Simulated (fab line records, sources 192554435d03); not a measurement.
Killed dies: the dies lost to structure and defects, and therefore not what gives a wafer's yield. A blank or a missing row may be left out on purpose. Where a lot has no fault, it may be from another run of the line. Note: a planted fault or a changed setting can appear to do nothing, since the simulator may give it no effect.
Lot-split experiment + flow n5-finfet + 7 lots, 21 wafers read, on a route of 1938 steps

ABOUT THE SPLIT
At N5_WELL_APT_PEB_06 (peb time 90 s), the setting peb-time-s was moved away from the recipe's 90 s on 6 of the 21 wafers read, by -18.5% to +17.2%. All remaining wafers had this setting at the recipe value.

FROM THE SPLIT TO THE READING: what the file shows between them, 2 steps
- N5_WELL_APT_DEVELOP_07: develop time 45 s
- N5_WELL_APT_HARDBAKE_12: time 120 s

THE READING
cd-nm at N5_WELL_APT_CD_MEAS_08, given in nm (cd target 200 nm). A value of 200.3 nm with a standard deviation of 1.5 nm is what fault-free wafers of this fab line usually give.

| wafer  | tool, chamber at the split | peb-time-s as run, s | against the recipe | cd-nm, nm | against lot-mates on the recipe |
|--------|----------------------------|----------------------|--------------------|-----------|---------------------------------|
| L074.3 | litho-track-02, 0          | 80.02                | -11.1%             | 193.8     | -5.2                            |
| L074.4 | litho-track-02, 0          | 90                   | recipe             | 198.6     | -                               |
| L074.6 | litho-track-02, 0          | 90                   | recipe             | 199.4     | -                               |
| L075.1 | litho-track-05, 0          | 90                   | recipe             | 201.1     | -                               |
| L075.3 | litho-track-05, 0          | 90                   | recipe             | 200.1     | -                               |
| L075.4 | litho-track-05, 0          | 90                   | recipe             | 201.0     | -                               |
| L079.1 | litho-track-03, 0          | 74.6                 | -17.1%             | 194.9     | -6.1                            |
| L079.3 | litho-track-03, 0          | 90                   | recipe             | 201.0     | -                               |
| L079.6 | litho-track-03, 0          | 74.6                 | -17.1%             | 194.8     | -6.2                            |
| L083.2 | litho-track-05, 0          | 90                   | recipe             | 200.2     | -                               |
| L083.4 | litho-track-05, 0          | 90                   | recipe             | 200.6     | -                               |
| L083.6 | litho-track-05, 0          | 90                   | recipe             | 202.0     | -                               |
| L087.1 | litho-track-05, 0          | 105.5                | +17.2%             | 206.0     | +4.8                            |
| L087.4 | litho-track-05, 0          | 90                   | recipe             | 201.2     | -                               |
| L087.6 | litho-track-05, 0          | 105.5                | +17.2%             | 206.3     | +5.1                            |
| L090.3 | litho-track-05, 0          | 90                   | recipe             | 202.4     | -                               |
| L090.4 | litho-track-05, 0          | 90                   | recipe             | 201.1     | -                               |
| L090.5 | litho-track-05, 0          | 90                   | recipe             | 200.9     | -                               |
| L091.2 | litho-track-02, 0          | 90                   | recipe             | 199.4     | -                               |
| L091.5 | litho-track-02, 0          | 90                   | recipe             | 198.1     | -                               |
| L091.6 | litho-track-02, 0          | 73.37                | -18.5%             | 189.5     | -9.2                            |

THE FIT
A straight line over all 21 wafers: cd-nm changes by +0.4 nm for each +1% of peb-time-s; r = +0.93; the points scatter about the line by 1.5 nm.
The same after taking each lot's own level away (the mean of its wafers on the recipe; 21 wafers): +0.366 nm for each +1%; r = +0.97; scatter 0.87 nm.
Per that fit: largest peb-time-s move, reading shift of 6.8 nm.
The span of the lots' own levels, 198.75 to 201.47 nm, comes to 1.8 times the standard deviation stated above.
The two slopes agree, so the slope changes little with the lot-to-lot level.
Check: with one of the wafers moved furthest among these (-18.5%) left out of the fit, the line predicts -6.39 nm for it against its lot-mates. Against them it came out at -9.25 nm.

THESE WAFERS: OTHER SPLITS
Other splits were also applied to these wafers ahead of the reading. Each is held against what the fit with the lots' levels taken away leaves over:
| other split on the same wafers          | wafers away from the commonest value | r with cd-nm (lot level and that fit taken away) |
|-----------------------------------------|--------------------------------------|--------------------------------------------------|
| N5_ZERO_LAYER_EXPOSE_08 dose-mj         | 4                                    | +0.11                                            |
| N5_ZERO_LAYER_DEVELOP_10 develop-time-s | 6                                    | +0.01                                            |
| N5_ZERO_LAYER_ETCH_18 icp-w             | 6                                    | +0.00                                            |

THE WHOLE CHAIN: every reading that the file lists as answering this split, in the file's order
| step                   | what it does             | reading                                                         | change (the file's fit)               | r (the file's) |
|------------------------|--------------------------|-----------------------------------------------------------------|---------------------------------------|----------------|
| N5_WELL_APT_CD_MEAS_08 | target cd 200 nm         | cd-nm                                                           | +0.397 nm for each +1% of the setting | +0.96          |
| N5_WELL_APT_DESCUM_13  | chemistry O2, time 7.9 s | WELL_APT.cd-nm (the simulator's own value, which no gauge read) | +0.406 nm for each +1% of the setting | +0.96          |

THE FILE'S OWN FIT
cd-nm changes by +0.397 nm for each +1% of peb-time-s, r = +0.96.
